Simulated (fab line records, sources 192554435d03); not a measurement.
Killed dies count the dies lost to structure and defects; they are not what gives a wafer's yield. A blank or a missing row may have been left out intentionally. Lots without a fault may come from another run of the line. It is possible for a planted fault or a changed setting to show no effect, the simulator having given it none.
Which tool is to blame? || flow n5Finfet || Sampling: 12 lots, 36 wafers, 5 of 1938 route steps

## WHAT THE GAUGES READ, wafer by wafer
The record holds no reading of a measuring or inspecting step that can be judged against a usual standard deviation.

## WHICH TOOL RAN EACH LOT (tool, then ch and the chambers of the sampled wafers, then the start)
{"lot": "L989", "N5_BEOL_M7_PRE_CLEAN_45": "pvdSputter-03, day 11 05:47", "N5_BEOL_M7_SURFACE_TREAT_79": "pvdSputter-02, day 11 06:08", "N5_BEOL_M7_CMP_52": "cmp-04 ch 0,3, day 11 07:17", "N5_BEOL_M8_COAT_59": "lithoTrack-01 ch 0, day 11 11:59", "N5_PASSIVATION_PROBE_49": "prober-01, day 14 10:36"}
{"lot": "L991", "N5_BEOL_M7_PRE_CLEAN_45": "pvdSputter-03, day 11 05:52", "N5_BEOL_M7_SURFACE_TREAT_79": "pvdSputter-03, day 11 06:13", "N5_BEOL_M7_CMP_52": "cmp-02 ch 0,2,3, day 11 07:55", "N5_BEOL_M8_COAT_59": "lithoTrack-01 ch 0, day 11 12:04", "N5_PASSIVATION_PROBE_49": "prober-02, day 14 15:54"}
{"lot": "L985", "N5_BEOL_M7_PRE_CLEAN_45": "pvdSputter-03, day 11 06:19", "N5_BEOL_M7_SURFACE_TREAT_79": "pvdSputter-02, day 11 06:42", "N5_BEOL_M7_CMP_52": "cmp-02 ch 0,1,2, day 11 08:22", "N5_BEOL_M8_COAT_59": "lithoTrack-01 ch 0, day 11 12:13", "N5_PASSIVATION_PROBE_49": "prober-01, day 14 19:46"}
{"lot": "L993", "N5_BEOL_M7_PRE_CLEAN_45": "pvdSputter-03, day 11 14:50", "N5_BEOL_M7_SURFACE_TREAT_79": "pvdSputter-03, day 11 15:12", "N5_BEOL_M7_CMP_52": "cmp-01 ch 0,2,3, day 11 15:58", "N5_BEOL_M8_COAT_59": "lithoTrack-01 ch 0, day 11 17:53", "N5_PASSIVATION_PROBE_49": "prober-01, day 14 20:57"}
{"lot": "L994", "N5_BEOL_M7_PRE_CLEAN_45": "pvdSputter-02, day 12 00:34", "N5_BEOL_M7_SURFACE_TREAT_79": "pvdSputter-02, day 12 00:59", "N5_BEOL_M7_CMP_52": "cmp-04 ch 0,2,3, day 12 02:41", "N5_BEOL_M8_COAT_59": "lithoTrack-02 ch 0, day 12 04:29", "N5_PASSIVATION_PROBE_49": "prober-01, day 15 06:05"}
{"lot": "L995", "N5_BEOL_M7_PRE_CLEAN_45": "pvdSputter-03, day 12 02:17", "N5_BEOL_M7_SURFACE_TREAT_79": "pvdSputter-01, day 12 02:41", "N5_BEOL_M7_CMP_52": "cmp-04 ch 0,2, day 12 03:43", "N5_BEOL_M8_COAT_59": "lithoTrack-01 ch 0, day 12 06:44", "N5_PASSIVATION_PROBE_49": "prober-02, day 15 01:00"}
{"lot": "L996", "N5_BEOL_M7_PRE_CLEAN_45": "pvdSputter-01, day 12 02:49", "N5_BEOL_M7_SURFACE_TREAT_79": "pvdSputter-02, day 12 03:10", "N5_BEOL_M7_CMP_52": "cmp-02 ch 1,2,3, day 12 04:07", "N5_BEOL_M8_COAT_59": "lithoTrack-03 ch 0, day 12 06:49", "N5_PASSIVATION_PROBE_49": "prober-01, day 15 06:27"}
{"lot": "L997", "N5_BEOL_M7_PRE_CLEAN_45": "pvdSputter-01, day 12 21:48", "N5_BEOL_M7_SURFACE_TREAT_79": "pvdSputter-03, day 12 22:15", "N5_BEOL_M7_CMP_52": "cmp-02 ch 0,2,3, day 12 23:10", "N5_BEOL_M8_COAT_59": "lithoTrack-03 ch 0, day 13 01:21", "N5_PASSIVATION_PROBE_49": "prober-02, day 16 00:29"}
{"lot": "L999", "N5_BEOL_M7_PRE_CLEAN_45": "pvdSputter-02, day 13 18:56", "N5_BEOL_M7_SURFACE_TREAT_79": "pvdSputter-01, day 13 19:32", "N5_BEOL_M7_CMP_52": "cmp-04 ch 0,1,3, day 13 21:05", "N5_BEOL_M8_COAT_59": "lithoTrack-01 ch 0, day 13 22:44", "N5_PASSIVATION_PROBE_49": "prober-01, day 16 22:21"}
{"lot": "L103", "N5_BEOL_M7_PRE_CLEAN_45": "pvdSputter-03, day 14 04:48", "N5_BEOL_M7_SURFACE_TREAT_79": "pvdSputter-03, day 14 05:17", "N5_BEOL_M7_CMP_52": "cmp-04 ch 1,2, day 14 06:19", "N5_BEOL_M8_COAT_59": "lithoTrack-01 ch 0, day 14 09:22", "N5_PASSIVATION_PROBE_49": "prober-02, day 17 15:04"}
{"lot": "L105", "N5_BEOL_M7_PRE_CLEAN_45": "pvdSputter-01, day 15 10:48", "N5_BEOL_M7_SURFACE_TREAT_79": "pvdSputter-03, day 15 11:13", "N5_BEOL_M7_CMP_52": "cmp-01 ch 1,2,3, day 15 12:10", "N5_BEOL_M8_COAT_59": "lithoTrack-01 ch 0, day 15 13:33", "N5_PASSIVATION_PROBE_49": "prober-02, day 18 20:46"}
{"lot": "L108", "N5_BEOL_M7_PRE_CLEAN_45": "pvdSputter-02, day 15 20:10", "N5_BEOL_M7_SURFACE_TREAT_79": "pvdSputter-02, day 15 20:34", "N5_BEOL_M7_CMP_52": "cmp-01 ch 2,3, day 15 21:20", "N5_BEOL_M8_COAT_59": "lithoTrack-02 ch 0, day 16 02:21", "N5_PASSIVATION_PROBE_49": "prober-01, day 19 00:41"}
- N5_BEOL_M7_PRE_CLEAN_45: time 30 s.
- N5_BEOL_M7_SURFACE_TREAT_79
- N5_BEOL_M7_CMP_52: polishes, stops on SiCOH lowk, t overpolish 6.9 s, target thk 80 nm.
- N5_BEOL_M8_COAT_59: time 60 s, resist thk 100 nm.
- N5_PASSIVATION_PROBE_49

## AS READ BY THE TOOLS THEMSELVES (means over the sampled wafers that have a number; for cases with no such wafer, the mark the record gives instead)
N5_BEOL_M7_PRE_CLEAN_45.
{"lot": "L989", "tool": "pvdSputter-03", "heaterPowerW (W)": 304}
{"lot": "L991", "tool": "pvdSputter-03", "heaterPowerW (W)": 295}
{"lot": "L985", "tool": "pvdSputter-03", "heaterPowerW (W)": 292}
{"lot": "L993", "tool": "pvdSputter-03", "heaterPowerW (W)": 305}
{"lot": "L994", "tool": "pvdSputter-02", "heaterPowerW (W)": 321}
{"lot": "L995", "tool": "pvdSputter-03", "heaterPowerW (W)": 312}
{"lot": "L996", "tool": "pvdSputter-01", "heaterPowerW (W)": 319}
{"lot": "L997", "tool": "pvdSputter-01", "heaterPowerW (W)": 328}
{"lot": "L999", "tool": "pvdSputter-02", "heaterPowerW (W)": 318}
{"lot": "L103", "tool": "pvdSputter-03", "heaterPowerW (W)": 320}
{"lot": "L105", "tool": "pvdSputter-01", "heaterPowerW (W)": 320}
{"lot": "L108", "tool": "pvdSputter-02", "heaterPowerW (W)": 317}

N5_BEOL_M7_CMP_52.
{"lot": "L989", "tool": "cmp-04", "barrierFieldEndpointS (s)": 28.9, "motorCurrentA (A)": 6.6, "overpolishRunS (s)": 6.904, "timeToEndpointS (s)": 62}
{"lot": "L991", "tool": "cmp-02", "barrierFieldEndpointS (s)": 28.0, "motorCurrentA (A)": 6.1, "overpolishRunS (s)": 6.902, "timeToEndpointS (s)": 60}
{"lot": "L985", "tool": "cmp-02", "barrierFieldEndpointS (s)": 27.8, "motorCurrentA (A)": 6.3, "overpolishRunS (s)": 6.901, "timeToEndpointS (s)": 59}
{"lot": "L993", "tool": "cmp-01", "barrierFieldEndpointS (s)": 29.2, "motorCurrentA (A)": 6.2, "overpolishRunS (s)": 6.899, "timeToEndpointS (s)": 63}
{"lot": "L994", "tool": "cmp-04", "barrierFieldEndpointS (s)": 28.2, "motorCurrentA (A)": 6.4, "overpolishRunS (s)": 6.895, "timeToEndpointS (s)": 58}
{"lot": "L995", "tool": "cmp-04", "barrierFieldEndpointS (s)": 28.1, "motorCurrentA (A)": 6.6, "overpolishRunS (s)": 6.905, "timeToEndpointS (s)": 59}
{"lot": "L996", "tool": "cmp-02", "barrierFieldEndpointS (s)": 28.6, "motorCurrentA (A)": 5.8, "overpolishRunS (s)": 6.901, "timeToEndpointS (s)": 59}
{"lot": "L997", "tool": "cmp-02", "barrierFieldEndpointS (s)": 28.2, "motorCurrentA (A)": 5.9, "overpolishRunS (s)": 6.901, "timeToEndpointS (s)": 60}
{"lot": "L999", "tool": "cmp-04", "barrierFieldEndpointS (s)": 28.9, "motorCurrentA (A)": 6.3, "overpolishRunS (s)": 6.904, "timeToEndpointS (s)": 65}
{"lot": "L103", "tool": "cmp-04", "barrierFieldEndpointS (s)": 29.0, "motorCurrentA (A)": 6.5, "overpolishRunS (s)": 6.903, "timeToEndpointS (s)": 63}
{"lot": "L105", "tool": "cmp-01", "barrierFieldEndpointS (s)": 29.4, "motorCurrentA (A)": 5.8, "overpolishRunS (s)": 6.904, "timeToEndpointS (s)": 64}
{"lot": "L108", "tool": "cmp-01", "barrierFieldEndpointS (s)": 29.6, "motorCurrentA (A)": 6.2, "overpolishRunS (s)": 6.898, "timeToEndpointS (s)": 62}

N5_BEOL_M8_COAT_59.
{"lot": "L989", "tool": "lithoTrack-01", "exhaustPa (Pa)": 44.4, "spinSpeedRpm (rpm)": 1500.7}
{"lot": "L991", "tool": "lithoTrack-01", "exhaustPa (Pa)": 44.8, "spinSpeedRpm (rpm)": 1500.8}
{"lot": "L985", "tool": "lithoTrack-01", "exhaustPa (Pa)": 44.7, "spinSpeedRpm (rpm)": 1500.3}
{"lot": "L993", "tool": "lithoTrack-01", "exhaustPa (Pa)": 45.7, "spinSpeedRpm (rpm)": 1500.4}
{"lot": "L994", "tool": "lithoTrack-02", "exhaustPa (Pa)": 44.2, "spinSpeedRpm (rpm)": 1500.3}
{"lot": "L995", "tool": "lithoTrack-01", "exhaustPa (Pa)": 45.5, "spinSpeedRpm (rpm)": 1500.3}
{"lot": "L996", "tool": "lithoTrack-03", "exhaustPa (Pa)": 44.3, "spinSpeedRpm (rpm)": 1501.2}
{"lot": "L997", "tool": "lithoTrack-03", "exhaustPa (Pa)": 45.3, "spinSpeedRpm (rpm)": 1499.8}
{"lot": "L999", "tool": "lithoTrack-01", "exhaustPa (Pa)": 44.2, "spinSpeedRpm (rpm)": 1500.6}
{"lot": "L103", "tool": "lithoTrack-01", "exhaustPa (Pa)": 45.4, "spinSpeedRpm (rpm)": 1540.4}
{"lot": "L105", "tool": "lithoTrack-01", "exhaustPa (Pa)": 45.0, "spinSpeedRpm (rpm)": 1539.1}
{"lot": "L108", "tool": "lithoTrack-02", "exhaustPa (Pa)": 45.6, "spinSpeedRpm (rpm)": 1500.3}

N5_PASSIVATION_PROBE_49.
{"lot": "L989", "tool": "prober-01", "defectLimitedYield (%)": 91.8, "killed_at_M0_to_M3": 35, "killed_at_M4_up": 12, "killedAtContacts": 12, "killedAtFrontEnd": 37, "killedAtOther": 1.0, "killedDies": 97, "killedOpen": 70, "killedShort": 26, "sort_bin_5_function (%)": 4.6, "sort_bin_6_memory (%)": 3.5, "sort_bin_8_speed (%)": 0.00, "sortNPass": 1083, "sortYieldPct (%)": 91.8}
{"lot": "L991", "tool": "prober-02", "defectLimitedYield (%)": 91.6, "killed_at_M0_to_M3": 20, "killed_at_M4_up": 18, "killedAtContacts": 16, "killedAtFrontEnd": 41, "killedAtOther": 3.7, "killedDies": 100, "killedOpen": 66, "killedShort": 31, "sort_bin_5_function (%)": 4.6, "sort_bin_6_memory (%)": 3.5, "sort_bin_8_speed (%)": 0.00, "sortNPass": 1080, "sortYieldPct (%)": 91.6}
{"lot": "L985", "tool": "prober-01", "defectLimitedYield (%)": 91.6, "killed_at_M0_to_M3": 20, "killed_at_M4_up": 22, "killedAtContacts": 10, "killedAtFrontEnd": 43, "killedAtOther": 3.3, "killedDies": 99, "killedOpen": 70, "killedShort": 26, "sort_bin_5_function (%)": 4.5, "sort_bin_6_memory (%)": 3.6, "sort_bin_8_speed (%)": 0.03, "sortNPass": 1081, "sortYieldPct (%)": 91.6}
{"lot": "L993", "tool": "prober-01", "defectLimitedYield (%)": 92.3, "killed_at_M0_to_M3": 30, "killed_at_M4_up": 10, "killedAtContacts": 8, "killedAtFrontEnd": 42, "killedAtOther": 0.7, "killedDies": 91, "killedOpen": 54, "killedShort": 37, "sort_bin_5_function (%)": 4.6, "sort_bin_6_memory (%)": 2.8, "sort_bin_8_speed (%)": 0.00, "sortNPass": 1089, "sortYieldPct (%)": 92.3}
{"lot": "L994", "tool": "prober-01", "defectLimitedYield (%)": 91.2, "killed_at_M0_to_M3": 29, "killed_at_M4_up": 11, "killedAtContacts": 12, "killedAtFrontEnd": 49, "killedAtOther": 3.0, "killedDies": 104, "killedOpen": 63, "killedShort": 40, "sort_bin_5_function (%)": 5.4, "sort_bin_6_memory (%)": 3.0, "sort_bin_8_speed (%)": 0.00, "sortNPass": 1076, "sortYieldPct (%)": 91.2}
{"lot": "L995", "tool": "prober-02", "defectLimitedYield (%)": 90.1, "killed_at_M0_to_M3": 40, "killed_at_M4_up": 14, "killedAtContacts": 25, "killedAtFrontEnd": 37, "killedAtOther": 2.7, "killedDies": 117, "killedOpen": 81, "killedShort": 33, "sort_bin_5_function (%)": 5.4, "sort_bin_6_memory (%)": 4.1, "sort_bin_8_speed (%)": 0.00, "sortNPass": 1063, "sortYieldPct (%)": 90.1}
{"lot": "L996", "tool": "prober-01", "defectLimitedYield (%)": 92.0, "killed_at_M0_to_M3": 31, "killed_at_M4_up": 14, "killedAtContacts": 15, "killedAtFrontEnd": 28, "killedAtOther": 5.7, "killedDies": 94, "killedOpen": 59, "killedShort": 32, "sort_bin_5_function (%)": 4.9, "sort_bin_6_memory (%)": 2.7, "sort_bin_8_speed (%)": 0.00, "sortNPass": 1086, "sortYieldPct (%)": 92.0}
{"lot": "L997", "tool": "prober-02", "defectLimitedYield (%)": 90.3, "killed_at_M0_to_M3": 38, "killed_at_M4_up": 15, "killedAtContacts": 18, "killedAtFrontEnd": 40, "killedAtOther": 2.7, "killedDies": 114, "killedOpen": 74, "killedShort": 36, "sort_bin_5_function (%)": 5.7, "sort_bin_6_memory (%)": 3.4, "sort_bin_8_speed (%)": 0.00, "sortNPass": 1066, "sortYieldPct (%)": 90.3}
{"lot": "L999", "tool": "prober-01", "defectLimitedYield (%)": 92.8, "killed_at_M0_to_M3": 21, "killed_at_M4_up": 20, "killedAtContacts": 10, "killedAtFrontEnd": 31, "killedAtOther": 3.7, "killedDies": 85, "killedOpen": 54, "killedShort": 26, "sort_bin_5_function (%)": 4.3, "sort_bin_6_memory (%)": 2.5, "sort_bin_8_speed (%)": 0.00, "sortNPass": 1095, "sortYieldPct (%)": 92.8}
{"lot": "L103", "tool": "prober-02", "defectLimitedYield (%)": 93.3, "killed_at_M0_to_M3": 31, "killed_at_M4_up": 10, "killedAtContacts": 12, "killedAtFrontEnd": 24, "killedAtOther": 2.0, "killedDies": 79, "killedOpen": 52, "killedShort": 27, "sort_bin_5_function (%)": 3.8, "sort_bin_6_memory (%)": 2.8, "sort_bin_8_speed (%)": 0.00, "sortNPass": 1101, "sortYieldPct (%)": 93.3}
{"lot": "L105", "tool": "prober-02", "defectLimitedYield (%)": 93.7, "killed_at_M0_to_M3": 25, "killed_at_M4_up": 10, "killedAtContacts": 6, "killedAtFrontEnd": 31, "killedAtOther": 3.0, "killedDies": 75, "killedOpen": 46, "killedShort": 26, "sort_bin_5_function (%)": 3.6, "sort_bin_6_memory (%)": 2.3, "sort_bin_8_speed (%)": 0.00, "sortNPass": 1105, "sortYieldPct (%)": 93.7}
{"lot": "L108", "tool": "prober-01", "defectLimitedYield (%)": 93.3, "killed_at_M0_to_M3": 23, "killed_at_M4_up": 18, "killedAtContacts": 13, "killedAtFrontEnd": 24, "killedAtOther": 1.3, "killedDies": 79, "killedOpen": 54, "killedShort": 25, "sort_bin_5_function (%)": 4.2, "sort_bin_6_memory (%)": 2.4, "sort_bin_8_speed (%)": 0.00, "sortNPass": 1101, "sortYieldPct (%)": 93.3}

## THE ANSWER, worked out from the rows above alone
Rule: what is usual is taken from the lots themselves. The widest of any qualifying gaps counts: lots, ordered by their means at a reading, are off when they make up no more than a third of the lots, leave a main group of 4 or more, and stand apart from it by 3 or more times the standard deviation of that group's means. Not used: any main group whose means are identical at the precision the tables above print for the reading. A lot without any number at a reading at which 4 lots or more have one is off too. Where the step has rows for the other lots, those lots are counted as sound. First the gauges in route order, then the tools' own readings, where a lot's mean is used as printed above. At the first step where some lot is off, the reading lying furthest off is the one used; lots without a number count as furthest.
Off: L103, L105 (N5_BEOL_M8_COAT_59, spinSpeedRpm). Main group: mean 1500.5 rpm, sd 0.36.
A tool fits if, at that step or a process step before it, it ran every lot that is off, and no sound lot after the first of them. Undecided on this evidence; 2 tools fit (pvdSputter-03 at N5_BEOL_M7_SURFACE_TREAT_79, lithoTrack-01 at N5_BEOL_M8_COAT_59).

## WHAT WAS PUT IN BY THE SIMULATOR
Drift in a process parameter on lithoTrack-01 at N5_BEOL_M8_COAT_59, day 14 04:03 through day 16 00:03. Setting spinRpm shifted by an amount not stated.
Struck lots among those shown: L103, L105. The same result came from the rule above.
